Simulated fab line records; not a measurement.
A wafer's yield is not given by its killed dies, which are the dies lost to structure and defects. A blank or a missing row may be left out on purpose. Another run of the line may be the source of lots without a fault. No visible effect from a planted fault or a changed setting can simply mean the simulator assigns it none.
Chamber matching + flow nand-harc + NHARC_A_STAIRCASE_DEP_151 on pecvd-03: 3 sister chambers
The step deposits SiO2, target thk 7200 nm. 6 wafers are shown with their chamber, then 9 later ones without.

EACH WAFER AND ITS CHAMBER
| wafer  | chamber | heater-power-w (W) |
|--------|---------|--------------------|
| L083.4 | 0       | 625                |
| L086.4 | 0       | 612                |
| L086.6 | 1       | 579                |
| L087.3 | 2       | 682                |
| L087.4 | 1       | 577                |
| L087.6 | 2       | 623                |

WAFERS MISSING THEIR CHAMBER
| wafer  | heater-power-w (W) |
|--------|--------------------|
| L091.3 | 719                |
| L091.4 | 685                |
| L091.6 | 593                |
| L093.4 | 571                |
| L093.5 | 659                |
| L093.6 | 676                |
| L095.2 | 767                |
| L095.5 | 593                |
| L095.6 | 644                |

EACH ONE'S CHAMBER
| wafer  | from the rows above          | in truth |
|--------|------------------------------|----------|
| L091.3 | can't be placed: 2 or 0      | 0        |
| L091.4 | can't be placed: 2 or 0      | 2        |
| L091.6 | can't be placed: 1 or 0 or 2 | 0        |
| L093.4 | can't be placed: 1 or 0      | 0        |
| L093.5 | can't be placed: 2 or 0      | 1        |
| L093.6 | can't be placed: 2 or 0      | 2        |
| L095.2 | can't be placed: 2 or 0      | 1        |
| L095.5 | can't be placed: 1 or 0 or 2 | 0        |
| L095.6 | can't be placed: 2 or 0      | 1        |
0 of 9 placed correctly. Can't be placed from these rows: 9 (the true chamber is among the candidates in 6). 0 placed wrongly.
How it was worked out, from the rows above alone: a wafer's distance from a chamber is the root of the sum, over the readings, of the square of ((its reading less the chamber's mean) divided by the reading's scatter). If the next closest chamber is less than 2 further off than the closest, the wafer can't be placed; otherwise it belongs to the closest. For every chamber, the mean is computed from those of its wafers that are shown. How the scatter is found: for the shown wafers, subtract from each reading the mean of its chamber, square and add these, divide the total by (wafers less chambers), then take the root.
